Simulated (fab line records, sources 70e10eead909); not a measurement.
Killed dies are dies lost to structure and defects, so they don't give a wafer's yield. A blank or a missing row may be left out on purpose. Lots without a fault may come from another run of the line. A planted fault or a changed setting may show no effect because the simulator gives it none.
Chamber matching | flow nand_harc | NHARC_A_SGD_CUT_CMP_21 on cmp-04: 4 sister chambers
The step polishes, target thk 148.19 nm. 7 wafers are shown with their chamber, then 7 later ones without.

WAFERS WITH THEIR CHAMBER
wafer  | chamber | motor_current_A (A) | slurry_filter_dp_kPa (kPa)
L084.3 | 2       | 13.4                | 13.61
L084.5 | 1       | 11.5                | 13.54
L088.2 | 1       | 11.7                | 13.52
L088.3 | 3       | 12.0                | 13.68
L088.4 | 0       | 9.4                 | 13.51
L092.1 | 0       | 9.0                 | 13.63
L092.4 | 2       | 13.5                | 13.71

WAFERS WITHOUT THEIR CHAMBER
wafer  | motor_current_A (A) | slurry_filter_dp_kPa (kPa)
L092.5 | 11.7                | 13.62
L093.2 | 9.1                 | 13.32
L093.4 | 11.2                | 13.53
L093.5 | 9.6                 | 13.26
L094.2 | 12.3                | 13.46
L094.4 | 12.9                | 13.65
L094.5 | 11.8                | 13.29

WHICH CHAMBER EACH WENT THROUGH
wafer  | from the rows above     | in truth
L092.5 | can't be placed: 1 or 3 | 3
L093.2 | 0                       | 0
L093.4 | 1                       | 1
L093.5 | 0                       | 0
L094.2 | can't be placed: 3 or 1 | 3
L094.4 | can't be placed: 2 or 3 | 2
L094.5 | 1                       | 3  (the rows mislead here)
Placed correctly: 3 of 7. Can't be placed from these rows: 3 (the true chamber is among the candidates in 3). Placed wrongly: 1.
How it was worked out, from the rows above alone: a wafer's distance from a chamber is the root of the sum, over the readings, of the square of ((its reading less the chamber's mean) divided by the reading's scatter). The wafer belongs to the nearest chamber; if the next one is less than 2 further off, it can't be placed. A chamber's mean is the mean of its shown wafers. The scatter: the root of (the sum of the squares of (reading less its chamber's mean) over the shown wafers, divided by (wafers less chambers)).
